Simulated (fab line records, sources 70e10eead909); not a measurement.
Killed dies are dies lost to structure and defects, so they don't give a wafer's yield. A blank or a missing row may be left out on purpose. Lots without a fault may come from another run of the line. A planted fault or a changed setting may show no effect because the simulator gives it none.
fab line records | flow nand_harc
record lots=7 wafers=21 last_day=33
route steps=1302 shown P_BONDPAD@357 END@1302
lots that met no fault: from a run of the same line without faults
start_h: hours from the record's first day to the start of the lot's first wafer shown | wait_h: hours since the lot's step before | " the same as in the row above | L1.1+2: a row that stands for several wafers | - no value, or no start given | * or withheld: withheld | < > ~ a bound
route shown NAME@n: a module of which the file shows steps, and the number in the route of the first | usual: mean/standard deviation of fault-free wafers | same: alike in all rows | chamber/n: place in a boat | sites: the reading at each site | _std_site: their standard deviation | _edge_site: outer sites' mean less inner sites' | radius_mm: how far each site lies from the wafer's centre | mask NAME#n: copy n | behind: the tool/chamber that last shaped the wafer | hold: why the lot was held/for how many hours/how that ended | device: the transistor (n, p or np) that didn't switch | end of line: the same wafers' tests at the end of the route | a step without rows: its recipe alone | killed: dies lost to structure and defects at the first sort, not the wafer's yield | map: a wafer's dies, x killed, . not, _ none there
set.NAME: the setting as run; set.NAME@STEP: as run at that earlier step | model.NAME: the simulator's own value behind a step, which no gauge read
lots at some steps of the route; a table a step, a row a wafer
services: from which hour (start_h, from the record's first day; less than 0 if before it) a tool's chamber was out of use, for how many hours, and why
## steps
# step NHARC_P_BONDPAD_COAT_36
# recipe temp_c=200 time_s=65
# step NHARC_P_BONDPAD_COAT_03
# recipe spin_rpm=2000 resist_thk_nm=600
# step NHARC_P_BONDPAD_SOFTBAKE_04
# recipe temp_c=125 time_s=70
# step NHARC_P_BONDPAD_EBR_05
# step NHARC_P_BONDPAD_EXPOSE_06
# recipe na=0.55 dose_mj=37.06 mask_id=P_BPAD
# step NHARC_P_BONDPAD_PEB_07
# recipe peb_temp_c=128 peb_time_s=80
# step NHARC_P_BONDPAD_DEVELOP_08
# recipe time_s=50 dev_temp_c=22
# step NHARC_P_BONDPAD_CD_MEAS_09
# recipe target_cd_nm=500 landing_energy_ev=500
# usual cd_nm=500.1/1.7
# columns lot.wafer tool chamber start_h wait_h cd_nm
L278.3 cd_sem-03 0 213.70 - 498.1
L278.5 " 0 " " 501.0
L278.6 " 0 " " 499.3
L280.1 cd_sem-03 0 229.36 - 498.9
L280.2 " 0 " " 496.0
L280.4 " 0 " " 498.6
L279.1 cd_sem-03 0 230.53 - 498.5
L279.4 " 0 " " 502.4
L279.6 " 0 " " 499.7
L282.2 cd_sem-03 0 258.14 - 498.3
L282.4 " 0 " " 500.2
L282.5 " 0 " " 498.1
L286.1 cd_sem-01 0 297.03 - 500.1
L286.2 " 0 " " 500.0
L286.6 " 0 " " 500.9
L291.1 cd_sem-01 0 341.35 - 498.4
L291.2 " 0 " " 499.2
L291.6 " 0 " " 498.8
L292.2 cd_sem-02 0 354.73 - 501.0
L292.4 " 0 " " 498.7
L292.6 " 0 " " 500.2
# step NHARC_P_BONDPAD_OVL_MEAS_38
# usual overlay_x_nm=1/5.1 overlay_y_nm=-1/6.2
# columns lot.wafer tool chamber start_h wait_h overlay_x_nm overlay_y_nm
L278.3 overlay-02 - 213.79 - 8 4
L278.5 " - " " 8 4
L278.6 " - " " 9 4
L280.1 overlay-02 - 229.45 - 3 7
L280.2 " - " " 4 7
L280.4 " - " " 4 7
L279.1 overlay-01 - 230.62 - -1 -10
L279.4 " - " " -1 -10
L279.6 " - " " -1 -9
L282.2 overlay-01 - 258.22 - 4 6
L282.4 " - " " 3 6
L282.5 " - " " 4 6
L286.1 overlay-01 - 297.12 - -1 -8
L286.2 " - " " -1 -8
L286.6 " - " " -1 -7
L291.1 overlay-01 - 341.44 - -2 12
L291.2 " - " " -1 13
L291.6 " - " " -2 12
L292.2 overlay-02 - 354.82 - 8 -6
L292.4 " - " " 7 -6
L292.6 " - " " 7 -6
# step NHARC_P_BONDPAD_HARDBAKE_10
# recipe temp_c=118 time_s=65
# step NHARC_P_BONDPAD_DESCUM_11
# recipe time_s=3 o2_flow_sccm=200 ar_flow_sccm=0 bias_power_w=0 chemistry=O2
# usual drypump_motor_current_A=5.7/0.47 mfc_ar_sccm=0.005/0.0068 oes_product_au=1.001/0.0088 rf_vpp_V=57.5/0.84 showerhead_plenum_p_Torr=1.86/0.075 throttle_valve_pct=11.311/0.0085
# columns lot.wafer tool chamber start_h wait_h drypump_motor_current_A mfc_ar_sccm oes_product_au rf_hours_counter_h rf_vpp_V showerhead_plenum_p_Torr throttle_valve_pct
L278.3 rie_diel-12 0 213.92 - 5.5 0.019 1.007 2.7 58.5 1.93 11.314
L278.5 " 2 " " 5.7 0 0.996 - 56.8 1.80 11.314
L278.6 " 3 " " 5.9 0 1.008 - 57.7 1.80 11.305
L280.2 rie_diel-12 3 229.57 - 5.9 0 1.007 3.0 56.8 1.80 11.312
L280.1 " 0 " " 5.5 0.019 1.006 2.9 58.1 1.93 11.300
L280.4 " 2 " " 5.7 0 0.997 2.9 56.9 1.79 11.311
L279.1 rie_diel-12 0 230.75 - 5.5 0.019 1.001 3.0 56.4 1.93 11.321
L279.4 " 1 " " 5.0 0 1.008 2.8 57.0 1.79 11.309
L279.6 " 1 " " 5.0 0 1.004 - 56.5 1.79 11.321
L282.2 rie_diel-01 3 258.35 - 6.5 0 1.004 1.4 59.3 1.86 11.305
L282.4 " 2 " " 5.4 0 1.014 1.3 58.1 1.92 11.318
L282.5 " 3 " " 6.5 0 0.998 - 57.3 1.86 11.308
L286.1 rie_diel-06 0 297.25 - 6.6 0.005 1.003 9.9 58.1 1.80 11.318
L286.2 " 2 " " 5.9 0.003 1.009 10.9 57.0 1.88 11.312
L286.6 " 1 " " 5.9 0.000 1.003 - 57.8 1.81 11.300
L291.1 rie_diel-01 0 341.57 - 6.4 0.004 1.002 6.2 57.3 2.04 11.302
L291.2 " 1 " " 5.5 0.014 0.999 6.5 58.2 1.85 11.305
L291.6 " 0 " " 6.4 0.004 1.008 - 58.6 2.04 11.305
L292.2 rie_diel-12 1 354.94 - 5.0 0 0.996 2.5 56.5 1.79 11.314
L292.6 " 3 " " 5.9 0 0.992 - 57.8 1.80 11.325
L292.4 " 0 " " 5.5 0.019 0.997 - 57.9 1.93 11.314
# step NHARC_P_BONDPAD_ETCH_37
# recipe target_depth_a=600 overetch_a=180 time_s=65.91 ion_energy_ev=200 n2_flow_sccm=150 h2_flow_sccm=150 ar_flow_sccm=0 rf_w=400 bias_w=150 chemistry=N2/H2
# usual drypump_motor_current_A=5.7/0.48 h2_flow_sccm=150.0/0.44 mfc_ar_sccm=0.005/0.0067 oes_product_au=1.001/0.0091 rf_fwd_power_W=396.5/1.6 rf_vpp_V=429.0/2.4 showerhead_plenum_p_Torr=1.98/0.083 throttle_valve_pct=14.171/0.0094
# columns lot.wafer tool chamber start_h wait_h drypump_motor_current_A h2_flow_sccm mfc_ar_sccm oes_product_au rf_fwd_power_W rf_hours_counter_h rf_vpp_V showerhead_plenum_p_Torr throttle_valve_pct
L278.3 rie_diel-12 1 213.99 0.1 4.9 149.6 0 1.014 399.8 2.5 426.5 1.90 14.192
L278.6 " 1 " " 5.0 149.7 0 1.012 398.9 - 427.7 1.90 14.163
L278.5 " 2 " " 5.7 150.4 0 1.000 395.0 - 427.8 1.91 14.170
L280.2 rie_diel-12 1 229.66 0.1 5.0 150.0 0 1.008 397.5 2.7 425.6 1.90 14.175
L280.1 " 2 " " 5.7 149.8 0 0.991 396.9 3.0 427.6 1.91 14.189
L280.4 " 3 " " 5.9 150.5 0 1.004 397.2 3.1 426.8 1.91 14.181
L279.1 rie_diel-12 2 230.83 0.1 5.7 149.7 0 0.988 397.8 3.0 426.7 1.91 14.170
L279.4 " 3 " " 5.9 150.2 0 1.007 399.7 3.1 426.6 1.91 14.176
L279.6 " 3 " " 5.9 149.3 0 1.011 400.1 - 426.6 1.91 14.180
L282.4 rie_diel-01 0 258.43 0.1 6.4 149.8 0.004 1.011 393.2 1.4 433.6 2.18 14.180
L282.2 " 2 " " 5.4 150.2 0 1.012 395.9 1.3 429.4 2.04 14.169
L282.5 " 0 " " 6.4 149.7 0.004 0.997 393.9 - 432.6 2.18 14.175
L286.2 rie_diel-06 0 297.33 0.1 6.6 149.8 0.005 0.999 393.9 9.9 426.9 1.92 14.174
L286.1 " 3 " " 5.4 150.8 0.009 1.001 397.4 10.8 431.7 2.09 14.162
L286.6 " 1 " " 5.9 150.5 0.000 1.007 396.7 - 426.7 1.92 14.170
L291.2 rie_diel-01 2 341.65 0.1 5.4 149.9 0 1.010 397.0 7.3 429.8 2.04 14.168
L291.1 " 0 " " 6.4 149.6 0.004 1.015 394.1 6.2 433.5 2.18 14.158
L291.6 " 2 " " 5.4 149.5 0 1.008 394.4 - 431.3 2.04 14.175
L292.2 rie_diel-12 0 355.05 0.1 5.5 150.5 0.019 0.999 396.8 2.7 430.1 2.05 14.162
L292.4 " 3 " " 5.9 149.8 0 0.999 398.1 - 427.3 1.91 14.166
L292.6 " 0 " " 5.5 150.2 0.019 0.993 396.0 - 430.9 2.05 14.176
# step NHARC_P_BONDPAD_ETCH_12
# recipe target_depth_a=2000 time_s=100 chf3_flow_sccm=50 o2_flow_sccm=10 ar_flow_sccm=200 rf_w=500 bias_w=200 chemistry=CHF3/O2
# usual drypump_motor_current_A=5.7/0.45 mfc_ar_sccm=200.0/0.57 oes_product_au=0.936/0.021 rf_fwd_power_W=496.6/1.6 rf_vpp_V=369.2/2.2 showerhead_plenum_p_Torr=2.34/0.091 throttle_valve_pct=20.572/0.0098
# columns lot.wafer tool chamber start_h wait_h drypump_motor_current_A mfc_ar_sccm oes_product_au rf_fwd_power_W rf_hours_counter_h rf_vpp_V showerhead_plenum_p_Torr throttle_valve_pct
L278.3 rie_diel-12 3 214.08 - 5.9 200.1 1.210 698.4 2.9 369.7 2.26 20.586
L278.5 " 3 " " 5.9 200.9 1.210 697.7 - 365.6 2.26 20.563
L278.6 " 0 " " 5.5 200.4 1.211 694.9 - 371.5 2.42 20.573
L280.1 rie_diel-12 3 229.75 - 5.9 200.5 1.186 699.9 3.1 367.5 2.26 20.578
L280.2 " 0 " " 5.5 200.5 1.165 699.9 2.9 372.7 2.42 20.571
L280.4 " 1 " " 5.0 199.8 1.206 695.2 2.8 366.9 2.25 20.571
L279.4 rie_diel-12 1 230.92 - 5.0 199.4 1.189 696.5 2.8 367.7 2.25 20.572
L279.1 " 0 " " 5.5 199.8 1.171 698.1 3.0 372.1 2.42 20.586
L279.6 " 2 " " 5.7 200.4 1.197 695.2 - 368.2 2.26 20.571
L282.4 rie_diel-01 0 258.52 - 6.4 199.4 0.922 496.3 1.4 372.4 2.56 20.578
L282.2 " 3 " " 6.5 200.2 0.916 500.4 1.4 368.7 2.34 20.569
L282.5 " 0 " " 6.4 200.8 0.938 494.4 - 372.5 2.56 20.585
L286.2 rie_diel-06 3 297.42 - 5.4 201.0 0.916 497.7 10.8 369.9 2.45 20.552
L286.1 " 2 " " 5.9 199.9 0.945 498.0 11.0 369.6 2.36 20.561
L286.6 " 0 " " 6.6 200.2 0.921 495.7 - 365.9 2.27 20.579
L291.1 rie_diel-01 1 341.74 - 5.6 200.7 0.917 495.2 6.5 370.0 2.32 20.566
L291.2 " 2 " " 5.4 200.1 0.924 497.7 7.3 372.3 2.40 20.560
L291.6 " 2 " " 5.4 200.1 0.923 496.5 - 369.8 2.40 20.578
L292.2 rie_diel-12 3 355.14 - 6.0 199.9 0.914 498.3 2.5 366.6 2.26 20.583
L292.6 " 3 " " 6.0 199.9 0.914 497.2 - 367.3 2.26 20.580
L292.4 " 0 " " 5.5 199.6 0.931 498.5 - 370.6 2.42 20.578
# step NHARC_P_BONDPAD_CD_MEAS_13
# usual cd_nm=499.3/1.7
# columns lot.wafer tool chamber start_h wait_h cd_nm
L278.3 cd_sem-02 - 214.23 - 500.8
L278.5 " - " " 504.2
L278.6 " - " " 502.4
L280.1 cd_sem-02 - 229.88 - 501.2
L280.2 " - " " 498.9
L280.4 " - " " 501.1
L279.1 cd_sem-02 - 231.06 - 500.8
L279.4 " - " " 504.0
L279.6 " - " " 501.5
L282.2 cd_sem-03 - 258.67 - 497.1
L282.4 " - " " 498.7
L282.5 " - " " 496.1
L286.1 cd_sem-03 - 297.56 - 499.7
L286.2 " - " " 498.8
L286.6 " - " " 500.2
L291.1 cd_sem-02 - 341.87 - 497.8
L291.2 " - " " 498.3
L291.6 " - " " 498.2
L292.2 cd_sem-03 - 355.30 - 500.8
L292.4 " - " " 497.8
L292.6 " - " " 500.2
# step NHARC_END_SORT_01
# recipe temp_c=25
# usual defect_limited_yield=91/3 killed_at_array=59/20 killed_at_other=0.8/1 killed_at_periphery=3.2/2.1 killed_dies=63/21 killed_open=3.0/1.9 killed_short=2.3/1.5
# same gross_dies=677
# columns lot.wafer tool chamber start_h wait_h defect_limited_yield[%] killed_at_array killed_at_other killed_at_periphery killed_dies killed_open killed_short
L278.3 prober-02 0 639.10 3.1 89 71 0 4 75 0 4
L278.5 prober-02 0 640.68 3.7 91 62 0 2 64 2 0
L278.6 prober-02 0 641.47 3.9 88 77 0 3 80 4 0
L280.1 prober-01 0 652.70 2.5 94 33 3 2 38 2 3
L280.2 prober-01 0 653.49 2.8 95 27 1 6 34 4 2
L280.4 prober-01 0 655.07 3.4 94 37 0 5 42 3 0
L279.1 prober-02 0 662.65 2.5 90 66 1 4 71 4 0
L279.4 prober-02 0 665.06 3.4 89 67 1 7 75 3 2
L279.6 prober-02 0 666.67 4.0 90 65 1 1 67 0 3
L282.2 prober-01 0 678.89 2.8 84 105 0 3 108 2 0
L282.4 prober-01 0 680.49 3.4 86 92 0 0 92 0 2
L282.5 prober-01 0 681.28 3.7 88 82 0 0 82 1 2
L286.1 prober-01 0 717.03 2.5 86 92 0 5 97 4 6
L286.2 prober-01 0 717.83 2.8 86 83 0 10 93 2 5
L286.6 prober-01 0 721.02 4.0 87 81 0 4 85 1 3
L292.2 prober-01 0 780.47 2.8 88 73 0 6 79 3 2
L292.4 prober-01 0 782.07 3.4 91 60 1 3 64 1 4
L292.6 prober-01 0 783.66 4.0 90 66 0 4 70 3 2
L291.1 prober-01 0 787.49 2.5 92 52 1 1 54 2 2
L291.2 prober-01 0 788.29 2.8 91 54 1 7 62 2 3
L291.6 prober-01 0 791.50 4.0 93 47 0 2 49 3 2
# killed by level:class
L278.3 A_SLIT:chamber_film_flake=34 A_CHANNEL_HOLE_D2:chamber_film_flake=19 A_CHANNEL_HOLE_D1:chamber_film_flake=7 A_STAIRCASE:chamber_film_flake=4 A_CHANNEL_FILL_D2:geometric_particle:short=2 A_WL_FILL:geometric_particle:short=2 P_M2:chamber_film_flake=2 A_CONTACT:chamber_film_flake=2
L278.5 A_SLIT:chamber_film_flake=33 A_CHANNEL_HOLE_D2:chamber_film_flake=17 A_CHANNEL_HOLE_D1:chamber_film_flake=7 A_CONTACT:chamber_film_flake=2 P_GATE:geometric_particle:open=1 A_CONTACT:geometric_particle:open=1 P_ZERO_WELL:chamber_film_flake=1 A_CHANNEL_FILL_D2:chamber_film_flake=1
L278.6 A_SLIT:chamber_film_flake=35 A_CHANNEL_HOLE_D2:chamber_film_flake=27 A_ZERO_WELL:chamber_film_flake=4 A_CONTACT:chamber_film_flake=4 A_STAIRCASE:chamber_film_flake=3 P_CONTACT:geometric_particle:open=2 P_M0:geometric_particle:open=1 A_CHANNEL_HOLE_D2:geometric_particle:open=1
L280.1 A_CHANNEL_HOLE_D2:chamber_film_flake=10 A_CHANNEL_HOLE_D1:chamber_film_flake=6 A_CONTACT:chamber_film_flake=4 A_STAIRCASE:chamber_film_flake=3 A_SLIT:chamber_film_flake=3 THIN_TSV:chamber_film_flake=3 P_CONTACT:geometric_particle:open=1 A_CHANNEL_HOLE_D1:geometric_particle:open=1
L280.2 A_CHANNEL_HOLE_D2:chamber_film_flake=11 A_CHANNEL_HOLE_D1:chamber_film_flake=6 A_STAIRCASE:chamber_film_flake=3 P_GATE:chamber_film_flake=2 P_BONDPAD:chamber_film_flake=2 A_WL_FILL:chamber_film_flake=2 P_CONTACT:geometric_particle:open=1 A_ONON_D1:geometric_particle:open=1
L280.4 A_CHANNEL_HOLE_D2:chamber_film_flake=17 A_CONTACT:chamber_film_flake=5 A_CHANNEL_HOLE_D1:chamber_film_flake=4 P_BONDPAD:chamber_film_flake=3 A_STAIRCASE:chamber_film_flake=3 A_BONDPAD:chamber_film_flake=3 P_CONTACT:geometric_particle:open=1 A_WL_FILL:geometric_particle:open=1
L279.1 A_SLIT:chamber_film_flake=26 A_CHANNEL_HOLE_D1:chamber_film_flake=17 A_CHANNEL_HOLE_D2:chamber_film_flake=13 A_CONTACT:chamber_film_flake=4 P_M2:chamber_film_flake=3 A_STAIRCASE:chamber_film_flake=3 A_BLC:geometric_particle:open=2 P_M1:geometric_particle:open=1
L279.4 A_SLIT:chamber_film_flake=31 A_CHANNEL_HOLE_D1:chamber_film_flake=24 A_CHANNEL_HOLE_D2:chamber_film_flake=6 P_M0:geometric_particle:open=2 P_M2:chamber_film_flake=2 A_CONTACT:chamber_film_flake=2 P_CONTACT:geometric_particle:short=1 P_M1:geometric_particle:open=1
L279.6 A_CHANNEL_HOLE_D1:chamber_film_flake=23 A_SLIT:chamber_film_flake=23 A_CHANNEL_HOLE_D2:chamber_film_flake=10 A_DECK1_JOINT:chamber_film_flake=4 A_DECK1_JOINT:geometric_particle:short=1 A_CHANNEL_FILL_D2:geometric_particle:short=1 A_BLC:geometric_particle:short=1 P_ZERO_WELL:chamber_film_flake=1
L282.2 A_SLIT:chamber_film_flake=34 A_CHANNEL_HOLE_D1:chamber_film_flake=25 A_CHANNEL_HOLE_D2:chamber_film_flake=18 A_STAIRCASE:chamber_film_flake=10 A_CONTACT:chamber_film_flake=10 A_SGD_CUT:chamber_film_flake=4 P_CONTACT:geometric_particle:open=2 A_ZERO_WELL:chamber_film_flake=2
L282.4 A_CHANNEL_HOLE_D1:chamber_film_flake=29 A_SLIT:chamber_film_flake=24 A_CHANNEL_HOLE_D2:chamber_film_flake=13 A_STAIRCASE:chamber_film_flake=10 A_CONTACT:chamber_film_flake=8 A_SGD_CUT:chamber_film_flake=3 A_DECK1_JOINT:geometric_particle:short=1 A_CONTACT:geometric_particle:short=1
L282.5 A_CHANNEL_HOLE_D1:chamber_film_flake=29 A_SLIT:chamber_film_flake=26 A_CONTACT:chamber_film_flake=8 A_STAIRCASE:chamber_film_flake=5 A_CHANNEL_HOLE_D2:chamber_film_flake=5 A_ZERO_WELL:chamber_film_flake=3 A_M1:chamber_film_flake=2 A_DECK1_JOINT:geometric_particle:short=1
L286.1 A_SLIT:chamber_film_flake=34 A_CHANNEL_HOLE_D1:chamber_film_flake=25 A_CHANNEL_HOLE_D2:chamber_film_flake=19 A_CHANNEL_FILL_D1:chamber_film_flake=4 P_STI:chamber_film_flake=2 P_GATE:geometric_particle:open=1 P_M0:geometric_particle:short=1 A_ONON_D1:geometric_particle:short=1
L286.2 A_SLIT:chamber_film_flake=32 A_CHANNEL_HOLE_D1:chamber_film_flake=20 A_CHANNEL_HOLE_D2:chamber_film_flake=20 A_WL_FILL:geometric_particle:short=4 P_CONTACT:chamber_film_flake=4 P_GATE:chamber_film_flake=3 A_CONTACT:chamber_film_flake=3 P_STI:chamber_film_flake=2
L286.6 A_SLIT:chamber_film_flake=30 A_CHANNEL_HOLE_D1:chamber_film_flake=26 A_CHANNEL_HOLE_D2:chamber_film_flake=16 A_CHANNEL_FILL_D2:geometric_particle:short=2 P_CONTACT:chamber_film_flake=2 A_DECK1_JOINT:chamber_film_flake=2 A_CONTACT:chamber_film_flake=2 P_CONTACT:geometric_particle:open=1
L292.2 A_CHANNEL_HOLE_D2:chamber_film_flake=29 A_CHANNEL_HOLE_D1:chamber_film_flake=19 A_SLIT:chamber_film_flake=9 A_CONTACT:chamber_film_flake=8 P_GATE:chamber_film_flake=6 A_CHANNEL_FILL_D2:geometric_particle:open=2 A_STAIRCASE:chamber_film_flake=2 A_CHANNEL_FILL_D1:geometric_particle:short=1
L292.4 A_CHANNEL_HOLE_D2:chamber_film_flake=25 A_CHANNEL_HOLE_D1:chamber_film_flake=19 A_SLIT:chamber_film_flake=5 A_CONTACT:chamber_film_flake=5 P_STI:geometric_particle:short=1 A_ONON_D1:geometric_particle:open=1 A_ONON_D2:geometric_particle:short=1 A_M0:geometric_particle:short=1
L292.6 A_CHANNEL_HOLE_D2:chamber_film_flake=32 A_CHANNEL_HOLE_D1:chamber_film_flake=11 A_SLIT:chamber_film_flake=9 A_CONTACT:chamber_film_flake=5 A_STAIRCASE:chamber_film_flake=3 A_ONON_D2:geometric_particle:open=2 P_GATE:geometric_particle:open=1 A_CHANNEL_FILL_D2:geometric_particle:short=1
L291.1 A_SLIT:chamber_film_flake=24 A_CHANNEL_HOLE_D1:chamber_film_flake=14 A_CONTACT:chamber_film_flake=6 A_CHANNEL_HOLE_D2:chamber_film_flake=2 P_M0:geometric_particle:open=1 A_SGD_CUT:geometric_particle:short=1 A_WL_FILL:geometric_particle:short=1 A_WL_FILL:geometric_particle:open=1
L291.2 A_SLIT:chamber_film_flake=30 A_CHANNEL_HOLE_D1:chamber_film_flake=9 A_CONTACT:chamber_film_flake=4 P_GATE:chamber_film_flake=3 P_ZERO_WELL:chamber_film_flake=2 A_BLC:chamber_film_flake=2 P_M2:geometric_particle:short=1 A_ONON_D1:geometric_particle:short=1
L291.6 A_SLIT:chamber_film_flake=22 A_CHANNEL_HOLE_D1:chamber_film_flake=11 A_CONTACT:chamber_film_flake=4 A_STAIRCASE:chamber_film_flake=3 P_STI:geometric_particle:short=1 A_ONON_D2:geometric_particle:open=1 A_WL_FILL:geometric_particle:open=1 A_WL_FILL:geometric_particle:short=1
## services
# columns tool chamber start_h hours kind
rie_diel-12 - 190.07 0.3 repair
rie_diel-12 0 198.40 - clean
rie_diel-12 1 198.40 - clean
rie_diel-12 2 198.40 - clean
rie_diel-12 3 198.40 - clean
rie_diel-01 - 218.71 9.0 pm
rie_diel-12 0 222.90 - clean
rie_diel-12 1 222.90 - clean
rie_diel-12 2 222.90 - clean
rie_diel-12 3 222.90 - clean
rie_diel-06 1 228.87 3.5 repair
rie_diel-12 0 247.40 - clean
rie_diel-12 1 247.40 - clean
rie_diel-12 2 247.40 - clean
rie_diel-12 3 247.40 - clean
rie_diel-12 - 268.40 9.0 pm
rie_diel-12 0 268.40 9.0 vent_cycle
rie_diel-12 1 268.40 9.0 vent_cycle
rie_diel-06 - 307.20 9.0 pm
rie_diel-12 2 325.90 35.5 repair
rie_diel-06 1 329.53 7.0 repair
rie_diel-06 0 337.37 7.7 repair
rie_diel-12 3 344.48 10.1 repair
rie_diel-06 3 347.07 5.3 repair
## key
first_sign step=NHARC_P_BONDPAD_ETCH_12 reading=rf_fwd_power_W direction=up sigmas=99+ usual=* struck=*
effect step=NHARC_P_BONDPAD_ETCH_12 reading=oes_product_au direction=up sigmas=12 usual=0.936 struck=1.194
effect step=NHARC_P_BONDPAD_CD_MEAS_13 reading=cd_nm direction=up sigmas=1.3 usual=499.3 struck=501.6
met_at NHARC_P_BONDPAD_ETCH_12
struck_wafers L278.3,L278.5,L278.6,L279.1,L279.4,L279.6,L280.1,L280.2,L280.4
fault kind=process_parameter_drift tool=rie_diel-12 chamber=- onset_h=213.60 steps=NHARC_P_BONDPAD_ETCH_12 channel=rf_w offset=* shape=step end_h=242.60 acts_in=* stated=*
